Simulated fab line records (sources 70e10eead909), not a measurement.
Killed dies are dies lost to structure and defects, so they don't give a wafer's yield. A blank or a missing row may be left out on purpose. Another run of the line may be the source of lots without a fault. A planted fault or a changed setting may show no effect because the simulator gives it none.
Which of the tools did it? -- flow nandHarc -- 6 lots with 18 wafers sampled at 5 steps, on a route of 1302 steps

== WHAT EACH GAUGE READ, for each wafer ==
NHARC_END_SORT_01.
lot,measured,on,killedAtArray
L459,day 31 09:17,prober-02,50 52 48

== EACH LOT AND THE TOOL THAT RAN IT (in order: tool; ch and the chambers of the sampled wafers; start) ==
lot,NHARC_A_WL_FILL_ALD_02,NHARC_A_WL_FILL_CVD_03,NHARC_A_WL_FILL_ALD_10,NHARC_A_CONTACT_DEP_24
L446,"aldMetal-03 ch 0,3, day 20 05:36","cvdW-01 ch 1, day 20 06:02","aldHk-02 ch 2,3, day 20 12:23","pecvd-01 ch 0,1,2, day 21 01:54"
L451,"aldMetal-04 ch 0,1,3, day 23 14:50","cvdW-01 ch 0,1, day 23 15:15","aldHk-02 ch 0,2, day 23 20:50","pecvd-04 ch 0,2, day 24 08:32"
L459,"aldMetal-04 ch 2,3, day 26 15:30","cvdW-02 ch 0,1, day 26 15:58","aldHk-02 ch 1,2,3, day 27 00:13","pecvd-03 ch 0,1, day 27 13:24"
L462,"aldMetal-03 ch 0,1,2, day 26 19:08","cvdW-02 ch 0,1, day 26 19:39","aldHk-04 ch 0,1, day 27 01:50","pecvd-03 ch 1,2, day 27 13:02"
L463,"aldMetal-03 ch 0,2, day 27 20:38","cvdW-02 ch 0,1, day 27 21:05","aldHk-04 ch 0,1,3, day 28 03:43","pecvd-04 ch 1,2, day 28 14:04"
L466,"aldMetal-02 ch 0,1,3, day 29 03:21","cvdW-02 ch 0, day 29 03:45","aldHk-03 ch 2,3, day 29 10:20","pecvd-04 ch 1,2, day 29 21:38"
- NHARC_A_WL_FILL_ALD_02: deposits TiN, target thk 2 nm, pulse time 3 s, ald cycles 100.
- NHARC_A_WL_FILL_CVD_03: deposits W, target thk 40 nm, time 279 s.
- NHARC_A_WL_FILL_ALD_10: deposits SiO2, target thk 50 nm, pulse time 10 s, ald cycles 500.
- NHARC_A_CONTACT_DEP_24: deposits SiO2, target thk 500 nm.

== THE ANSWER, worked out from the rows above alone ==
Rule: usual is defined by the lots themselves. Put in order of their means at a reading, lots are off if they are a third of the lots or fewer, leave a main group of 4 or more, and stand apart from it by a gap of 3 or more times the standard deviation of the main group's means; of several such gaps the widest counts. The tables above print the reading to a certain number of digits; a main group whose means all agree to those digits is not used. Also off: a lot with no number at a reading for which 4 or more lots have one. The other lots that the step has rows for count as sound.
None of the lots is off at any reading shown; this tells nothing.

== WHAT HAD BEEN PUT IN BY THE SIMULATOR ==
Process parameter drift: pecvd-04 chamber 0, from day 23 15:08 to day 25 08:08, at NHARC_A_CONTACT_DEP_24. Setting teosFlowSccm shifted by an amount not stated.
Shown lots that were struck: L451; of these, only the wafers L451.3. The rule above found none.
